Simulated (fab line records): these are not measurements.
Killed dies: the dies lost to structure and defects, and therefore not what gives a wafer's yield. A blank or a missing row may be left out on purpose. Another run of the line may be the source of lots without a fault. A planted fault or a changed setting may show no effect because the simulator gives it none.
Matching of chambers	flow n5 finfet	N5_BEOL_M15_ETCH_61 on rie diel-05: 4 sister chambers
The step etches BARC in N2/H2, target depth 89 nm, overetch 26.7 nm, time 67.9 s. 16 wafers are shown with their chamber, then 8 later ones without.

== WAFERS, EACH WITH ITS CHAMBER ==
wafer	chamber	drypump motor current A (A)	showerhead plenum p Torr (Torr)	throttle valve pct (%)
L074.1	3	5.1	2.71	17.80
L074.3	0	6.8	2.65	17.73
L074.4	2	5.1	2.48	18.19
L077.1	1	5.4	2.42	17.78
L077.4	2	5.0	2.48	18.18
L077.5	0	6.8	2.65	17.71
L079.1	2	5.1	2.48	18.20
L079.3	0	6.8	2.65	17.74
L079.4	3	5.1	2.71	17.85
L090.2	1	5.4	2.41	17.84
L090.3	2	5.0	2.48	18.20
L090.5	1	5.4	2.41	17.82
L093.3	1	5.4	2.41	17.83
L093.5	1	5.4	2.41	17.83
L093.6	0	6.8	2.64	17.76
L092.2	3	5.1	2.70	17.87

SIGNATURES (means of the wafers above)
reading	chamber 0	chamber 1	chamber 2	chamber 3	scatter within a chamber
drypump motor current A	6.800	5.400	5.050	5.100	0.0289
showerhead plenum p Torr	2.6475	2.4120	2.4800	2.7067	0.0043
throttle valve pct	17.7350	17.8200	18.1925	17.8400	0.023
Rule: distance of a wafer from a chamber = root of the sum over the readings of ((wafer's reading minus chamber's mean) / reading's scatter) squared. The wafer belongs to the nearest chamber; if the next one is less than 2 further off, it can't be placed. The scatter: take each reading less its chamber's mean, square it, sum over the shown wafers, divide by the number of wafers less the number of chambers, and take the root.

== WAFERS WITH NO CHAMBER GIVEN ==
wafer	drypump motor current A (A)	showerhead plenum p Torr (Torr)	throttle valve pct (%)
L092.4	5.1	2.48	18.22
L092.5	6.8	2.64	17.78
L095.1	5.1	2.70	17.87
L095.4	6.8	2.64	17.77
L095.6	5.4	2.41	17.85
L097.3	5.1	2.70	17.89
L097.5	5.1	2.48	18.22
L097.6	5.1	2.70	17.87

== WHICH CHAMBER EACH WENT THROUGH ==
wafer	from the rows above	in truth
L092.4	2	2
L092.5	0	0
L095.1	3	3
L095.4	0	0
L095.6	1	1
L097.3	3	3
L097.5	2	2
L097.6	3	3
Correct placement for 8 of the 8. Number that these rows cannot place: 0. Placed wrongly: 0.
